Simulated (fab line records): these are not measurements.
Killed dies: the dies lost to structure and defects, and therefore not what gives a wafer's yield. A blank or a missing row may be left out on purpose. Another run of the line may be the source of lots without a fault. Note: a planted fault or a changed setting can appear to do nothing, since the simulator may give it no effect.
Split-lot experiment | flow n5 finfet | on a route of 1938 steps: 7 lots, 21 wafers read

== ON THE SPLIT ==
At N5_BEOL_M7_VIA_ETCH_34 (etches SiCOH lowk in C4F6/O2, target depth 125.5 nm, time 50.5 s), the setting bias w was moved away from the recipe's 185 W on 7 of the 21 wafers read, by -5.9% to +15.3%. This setting was run at the recipe's value on the other wafers.

Reading taken at the split's own step.

== THE READING ==
rf vpp V, in V, at N5_BEOL_M7_VIA_ETCH_34 (etches SiCOH lowk in C4F6/O2, target depth 125.5 nm, time 50.5 s). A value of 662 V with a standard deviation of 17 V is what fault-free wafers of this fab line usually give.

wafer  | tool, chamber at the split | bias w as run, W | against the recipe | rf vpp V, V | against lot-mates on the recipe
L074.2 | rie diel-02, 1             | 213.3            | +15.3%             | 748         | +68
L074.3 | rie diel-02, 2             | 213.3            | +15.3%             | 759         | +79
L074.5 | rie diel-02, 2             | 185              | recipe             | 680         | -
L083.2 | rie diel-04, 2             | 204.5            | +10.5%             | 721         | +63
L083.4 | rie diel-04, 0             | 204.5            | +10.5%             | 695         | +37
L083.6 | rie diel-04, 3             | 185              | recipe             | 658         | -
L082.2 | rie diel-04, 2             | 185              | recipe             | 665         | -
L082.4 | rie diel-04, 3             | 185              | recipe             | 657         | -
L082.6 | rie diel-04, 2             | 195.8            | +5.8%              | 699         | +38
L089.3 | rie diel-04, 0             | 185              | recipe             | 642         | -
L089.4 | rie diel-04, 2             | 185              | recipe             | 666         | -
L089.5 | rie diel-04, 1             | 185              | recipe             | 665         | -
L087.2 | rie diel-03, 2             | 174              | -5.9%              | 641         | -28
L087.5 | rie diel-03, 2             | 185              | recipe             | 673         | -
L087.6 | rie diel-03, 1             | 185              | recipe             | 664         | -
L091.2 | rie diel-02, 1             | 185              | recipe             | 669         | -
L091.3 | rie diel-02, 0             | 185              | recipe             | 696         | -
L091.4 | rie diel-02, 2             | 185              | recipe             | 678         | -
L095.1 | rie diel-04, 1             | 208.9            | +12.9%             | 730         | +65
L095.5 | rie diel-04, 2             | 185              | recipe             | 666         | -
L095.6 | rie diel-04, 1             | 185              | recipe             | 664         | -

THE FIT
A straight line over all 21 wafers: rf vpp V changes by +5.02 V for each +1% of bias w; r = +0.93; the points scatter about the line by 12 V.
The same after taking each lot's own level away (the mean of its wafers on the recipe; 21 wafers): +4.86 V for each +1%; r = +0.96; scatter 8.3 V.
According to that fit, moving bias w by its largest amount changes the reading by 74 V.
Measured against the standard deviation above, the lots' own levels, which go from 657.7 to 681.0 V, span 1.4 times it.
The two slopes are in agreement: the lot-to-lot level therefore moves the slope only a little.
Check: for one of the wafers moved furthest among these (+15.3%), held out of the fit, the line's prediction against its lot-mates is +77 V. It came out at +68 V against them.
Tool readings at the split's step, against how far the setting was moved: rf vpp V r = +0.93.

== OTHER SPLITS APPLIED TO THESE WAFERS ==
Note: prior to the reading, these wafers also went through further splits. Each is held against what the fit with the lots' levels taken away leaves over:
other split on the same wafers | wafers away from the commonest value | r with rf vpp V (lot level and that fit taken away)
N5_BEOL_M6_COAT_22 spin rpm    | 8                                    | +0.02
N5_BEOL_M7_DESCUM_33 time s    | 10                                   | -0.04

== THE FILE'S OWN FIT ==
rf vpp V changes by +4.95 V for each +1% of bias w, r = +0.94.
